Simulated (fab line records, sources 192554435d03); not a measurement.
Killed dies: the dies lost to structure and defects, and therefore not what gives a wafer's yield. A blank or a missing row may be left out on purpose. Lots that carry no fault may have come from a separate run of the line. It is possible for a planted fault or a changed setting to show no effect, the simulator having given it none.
8D (eight disciplines) problem report, filled in by code || flow n5_finfet || the parts of the form that need people (team, actions taken, sign-off) are left out

## 1. WHAT WENT WRONG
Mean of spin_speed_rpm at N5_BEOL_M7_COAT_60: 1360.5 rpm across 6 wafers in 2 lots; on wafers with no fault it is 1499.9 rpm (standard deviation 0.94). That is -99 or more standard deviations from the usual mean.
The step: time 60 s, resist thk 35 nm.
First seen on wafer L200.2, day 13 20:03, on litho_track-04. At this step, 28 wafers from 10 lots have a number in the record. By rule, "out" or "out of limits" means more than 4 standard deviations away from the usual mean. All remaining wafers that have a number are taken as sound.

## 2. WHAT THIS IS AND IS NOT
{"question": "which readings at this step", "is": "spin_speed_rpm", "is not": "dispense_pressure_kPa"}
{"question": "which lots", "is": "L200, L203", "is not": "L188, L191, L193, L199, L204, L205, L206, L209"}
{"question": "which wafers of those lots", "is": "all that have a number", "is not": "-"}
{"question": "read on which tools", "is": "litho_track-04", "is not": "litho_track-02, litho_track-03"}
{"question": "when", "is": "from day 13 20:03", "is not": "up to then (10 sound wafers); but 12 sound wafers of L204, L205, L206, L209 came after"}

## 3. THE SUSPECTS, EACH WITH WHAT RULES IT OUT
Counting: any tool at a process step up to the reading is kept as a suspect provided that every lot that is out went through it and no sound lot did after the first of them.
- ald_metal-01 at N5_BEOL_M6_ALD_77 (deposits TaN, target thk 2 nm, pulse time 2 s, purge time 3 s): ruled out as a lasting fault. Following L200 (day 13 16:58), the first lot on it that is out, the sound lots L204 were run on it.
- litho_track-04 at N5_BEOL_M7_COAT_60 (time 60 s, resist thk 35 nm): kept. It ran every lot that is out, first L200 (day 13 20:03), and no sound lot after that; its last sound lot up to then is L199 (day 13 14:16). Its own spin_speed_rpm readings are out on those wafers.
The count leaves litho_track-04 at N5_BEOL_M7_COAT_60.

## 4. THE CAUSE (what the simulator had put in)
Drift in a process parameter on litho_track-04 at N5_BEOL_M7_COAT_60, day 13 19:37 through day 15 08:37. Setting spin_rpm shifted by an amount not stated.
The count eliminated every tool but this one.

## 5. THE CHAIN OF EFFECTS, in route order
One row per reading whose mean, taken over the struck wafers that have a number, lies over 3 standard deviations from the usual. Only readings for which the record gives a usual standard deviation are gone through. hours: the time from each lot's start at the first step in this table that gives one to its start at this step, as a median over the lots. sigmas: the change in usual standard deviations.
{"hours": 0, "step": "N5_BEOL_M7_COAT_60", "reading": "spin_speed_rpm", "usual": "1499.9 rpm", "on struck wafers": 1360.5, "change": -139.4, "sigmas": "-99 or more"}
Here are the process steps it includes:
- N5_BEOL_M7_COAT_60: time 60 s, resist thk 35 nm.

## 6. HOW IT WOULD HAVE BEEN CAUGHT EARLIER
In this record the first reading out of limits was taken at day 13 20:03, 0 hours after the fault began at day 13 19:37.
